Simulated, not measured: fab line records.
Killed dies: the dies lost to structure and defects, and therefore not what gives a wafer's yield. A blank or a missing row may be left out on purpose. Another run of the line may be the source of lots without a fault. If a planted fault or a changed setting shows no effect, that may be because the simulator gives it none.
Which tool did it? / flow n5 finfet / Sampling: 24 lots, 72 wafers, 3 of 1938 route steps

== WHAT THE GAUGES READ, wafer by wafer ==
N5_BEOL_M9_INSPECT_58: inspects for defects (darkfield). Usual: 70 for raw defect count, sd 22.
lot=L074; measured=day 9 09:28; on=defect inspect-02; raw defect count=78 67 50; flag=
lot=L076; measured=day 10 01:24; on=defect inspect-02; raw defect count=108 52 78; flag=
lot=L075; measured=day 10 05:30; on=defect inspect-02; raw defect count=79 59 43; flag=
lot=L077; measured=day 10 14:02; on=defect inspect-01; raw defect count=71 49 80; flag=
lot=L078; measured=day 10 18:53; on=defect inspect-01; raw defect count=66 52 52; flag=
lot=L079; measured=day 11 01:53; on=defect inspect-02; raw defect count=60 64 54; flag=
lot=L080; measured=day 11 05:26; on=defect inspect-02; raw defect count=64 94 101; flag=
lot=L081; measured=day 11 05:36; on=defect inspect-02; raw defect count=56 72 109; flag=
lot=L082; measured=day 11 12:25; on=defect inspect-02; raw defect count=75 65 89; flag=
lot=L083; measured=day 11 16:38; on=defect inspect-01; raw defect count=44 55 64; flag=
lot=L084; measured=day 12 03:43; on=defect inspect-01; raw defect count=72 96 42; flag=
lot=L085; measured=day 12 07:50; on=defect inspect-01; raw defect count=71 65 57; flag=
lot=L086; measured=day 12 12:28; on=defect inspect-01; raw defect count=54 56 47; flag=
lot=L087; measured=day 13 02:21; on=defect inspect-02; raw defect count=54 65 68; flag=
lot=L089; measured=day 13 06:29; on=defect inspect-01; raw defect count=68 66 99; flag=
lot=L088; measured=day 13 10:52; on=defect inspect-02; raw defect count=59 56 72; flag=
lot=L091; measured=day 13 20:44; on=defect inspect-01; raw defect count=131 91 133; flag=
lot=L090; measured=day 13 21:03; on=defect inspect-01; raw defect count=91 84 67; flag=
lot=L092; measured=day 14 04:08; on=defect inspect-02; raw defect count=73 111 91; flag=
lot=L093; measured=day 14 14:25; on=defect inspect-02; raw defect count=29 45 36; flag=
lot=L094; measured=day 14 23:20; on=defect inspect-02; raw defect count=67 68 62; flag=
lot=L095; measured=day 15 03:02; on=defect inspect-01; raw defect count=62 63 52; flag=
lot=L096; measured=day 15 13:56; on=defect inspect-01; raw defect count=54 56 83; flag=
lot=L097; measured=day 15 14:20; on=defect inspect-02; raw defect count=71 79 113; flag=

N5_BEOL_M10_CD_MEAS_11: target cd 64.1 nm. Usual: 64.5 nm for cd nm, sd 0.72.
lot=L074; measured=day 9 12:02; on=cd sem-02; cd nm (nm)=64.8 65.0 64.0; flag=
lot=L076; measured=day 10 03:25; on=cd sem-03; cd nm (nm)=64.9 65.4 64.5; flag=
lot=L075; measured=day 10 07:26; on=cd sem-02; cd nm (nm)=64.0 64.7 64.3; flag=
lot=L077; measured=day 10 15:28; on=cd sem-03; cd nm (nm)=65.2 64.3 65.5; flag=
lot=L078; measured=day 10 20:11; on=cd sem-02; cd nm (nm)=64.2 64.9 63.8; flag=
lot=L079; measured=day 11 04:05; on=cd sem-02; cd nm (nm)=63.1 65.3 64.9; flag=
lot=L080; measured=day 11 07:48; on=cd sem-01; cd nm (nm)=64.8 64.5 64.0; flag=
lot=L081; measured=day 11 07:58; on=cd sem-01; cd nm (nm)=63.5 64.3 63.6; flag=
lot=L082; measured=day 11 15:06; on=cd sem-02; cd nm (nm)=65.1 63.9 63.1; flag=
lot=L083; measured=day 11 19:24; on=cd sem-02; cd nm (nm)=65.5 65.0 65.4; flag=
lot=L084; measured=day 12 06:10; on=cd sem-03; cd nm (nm)=64.1 64.4 64.0; flag=
lot=L085; measured=day 12 10:21; on=cd sem-02; cd nm (nm)=64.4 64.7 64.4; flag=
lot=L086; measured=day 12 14:57; on=cd sem-02; cd nm (nm)=64.9 64.0 64.3; flag=
lot=L087; measured=day 13 04:26; on=cd sem-01; cd nm (nm)=65.1 66.3 65.3; flag=
lot=L089; measured=day 13 09:09; on=cd sem-03; cd nm (nm)=63.5 64.6 64.4; flag=
lot=L088; measured=day 13 12:32; on=cd sem-01; cd nm (nm)=63.6 63.7 64.9; flag=
lot=L091; measured=day 14 02:16; on=cd sem-03; cd nm (nm)=64.6 63.7 63.9; flag=
lot=L090; measured=day 14 02:26; on=cd sem-01; cd nm (nm)=64.2 63.6 63.7; flag=
lot=L092; measured=day 14 06:26; on=cd sem-01; cd nm (nm)=64.6 64.0 64.5; flag=
lot=L093; measured=day 14 15:46; on=cd sem-03; cd nm (nm)=65.7 65.8 65.2; flag=
lot=L094; measured=day 15 01:26; on=cd sem-02; cd nm (nm)=64.5 63.3 64.7; flag=
lot=L095; measured=day 15 07:01; on=cd sem-02; cd nm (nm)=64.4 64.1 65.3; flag=
lot=L096; measured=day 15 15:01; on=cd sem-02; cd nm (nm)=64.5 65.1 65.4; flag=
lot=L097; measured=day 15 17:05; on=cd sem-01; cd nm (nm)=64.6 64.1 63.5; flag=

== TOOL THAT RAN EACH LOT (tool first, then ch and the chambers of the sampled wafers, then the start) ==
lot=L074; N5_BEOL_M9_PRE_CLEAN_45=pvd sputter-02, day 9 07:40
lot=L076; N5_BEOL_M9_PRE_CLEAN_45=pvd sputter-03, day 9 23:47
lot=L075; N5_BEOL_M9_PRE_CLEAN_45=pvd sputter-03, day 10 03:19
lot=L077; N5_BEOL_M9_PRE_CLEAN_45=pvd sputter-02, day 10 11:45
lot=L078; N5_BEOL_M9_PRE_CLEAN_45=pvd sputter-01, day 10 15:14
lot=L079; N5_BEOL_M9_PRE_CLEAN_45=pvd sputter-03, day 10 22:24
lot=L080; N5_BEOL_M9_PRE_CLEAN_45=pvd sputter-01, day 11 03:47
lot=L081; N5_BEOL_M9_PRE_CLEAN_45=pvd sputter-02, day 11 03:52
lot=L082; N5_BEOL_M9_PRE_CLEAN_45=pvd sputter-03, day 11 10:29
lot=L083; N5_BEOL_M9_PRE_CLEAN_45=pvd sputter-03, day 11 14:52
lot=L084; N5_BEOL_M9_PRE_CLEAN_45=pvd sputter-02, day 12 01:56
lot=L085; N5_BEOL_M9_PRE_CLEAN_45=pvd sputter-02, day 12 05:58
lot=L086; N5_BEOL_M9_PRE_CLEAN_45=pvd sputter-03, day 12 10:13
lot=L087; N5_BEOL_M9_PRE_CLEAN_45=pvd sputter-03, day 13 00:26
lot=L089; N5_BEOL_M9_PRE_CLEAN_45=pvd sputter-03, day 13 04:25
lot=L088; N5_BEOL_M9_PRE_CLEAN_45=pvd sputter-02, day 13 09:07
lot=L091; N5_BEOL_M9_PRE_CLEAN_45=pvd sputter-03, day 13 18:37
lot=L090; N5_BEOL_M9_PRE_CLEAN_45=pvd sputter-03, day 13 19:02
lot=L092; N5_BEOL_M9_PRE_CLEAN_45=pvd sputter-03, day 14 02:14
lot=L093; N5_BEOL_M9_PRE_CLEAN_45=pvd sputter-03, day 14 12:52
lot=L094; N5_BEOL_M9_PRE_CLEAN_45=pvd sputter-01, day 14 21:22
lot=L095; N5_BEOL_M9_PRE_CLEAN_45=pvd sputter-01, day 15 01:09
lot=L096; N5_BEOL_M9_PRE_CLEAN_45=pvd sputter-02, day 15 11:19
lot=L097; N5_BEOL_M9_PRE_CLEAN_45=pvd sputter-03, day 15 11:41
- N5_BEOL_M9_PRE_CLEAN_45: time 30 s.

== WHAT THE TOOLS THEMSELVES READ (means of the sampled wafers that have a number; where no wafer has one, the mark that the record gives instead) ==
N5_BEOL_M9_PRE_CLEAN_45. Usual: 328 W for heater power w, sd 45.
lot=L074; tool=pvd sputter-02; heater power w (W)=310; flag=
lot=L076; tool=pvd sputter-03; heater power w (W)=343; flag=
lot=L075; tool=pvd sputter-03; heater power w (W)=358; flag=
lot=L077; tool=pvd sputter-02; heater power w (W)=284; flag=
lot=L078; tool=pvd sputter-01; heater power w (W)=317; flag=
lot=L079; tool=pvd sputter-03; heater power w (W)=367; flag=
lot=L080; tool=pvd sputter-01; heater power w (W)=335; flag=
lot=L081; tool=pvd sputter-02; heater power w (W)=286; flag=
lot=L082; tool=pvd sputter-03; heater power w (W)=312; flag=
lot=L083; tool=pvd sputter-03; heater power w (W)=327; flag=
lot=L084; tool=pvd sputter-02; heater power w (W)=279; flag=
lot=L085; tool=pvd sputter-02; heater power w (W)=309; flag=
lot=L086; tool=pvd sputter-03; heater power w (W)=354; flag=
lot=L087; tool=pvd sputter-03; heater power w (W)=298; flag=
lot=L089; tool=pvd sputter-03; heater power w (W)=328; flag=
lot=L088; tool=pvd sputter-02; heater power w (W)=283; flag=
lot=L091; tool=pvd sputter-03; heater power w (W)=302; flag=
lot=L090; tool=pvd sputter-03; heater power w (W)=383; flag=
lot=L092; tool=pvd sputter-03; heater power w (W)=318; flag=
lot=L093; tool=pvd sputter-03; heater power w (W)=385; flag=
lot=L094; tool=pvd sputter-01; heater power w (W)=349; flag=
lot=L095; tool=pvd sputter-01; heater power w (W)=322; flag=
lot=L096; tool=pvd sputter-02; heater power w (W)=304; flag=
lot=L097; tool=pvd sputter-03; heater power w (W)=356; flag=

== THE ANSWER, worked out from the rows above alone ==
Rule: a lot counts as off when the mean over its wafers that have a number is more than 3 standard deviations away from the usual mean. Also off: a lot with no number at a reading for which 4 or more lots have one. Where the step has rows for the other lots, those lots are counted as sound. The gauges are gone through in route order, then the tools' own readings, and for those a lot's mean is taken as printed above. The first step at which some lot is off is used, and at that step the reading that is off furthest; a lot without a number counts as furthest.
None of the lots is off at any reading shown; this tells nothing.

== WHAT WAS PUT IN BY THE SIMULATOR ==
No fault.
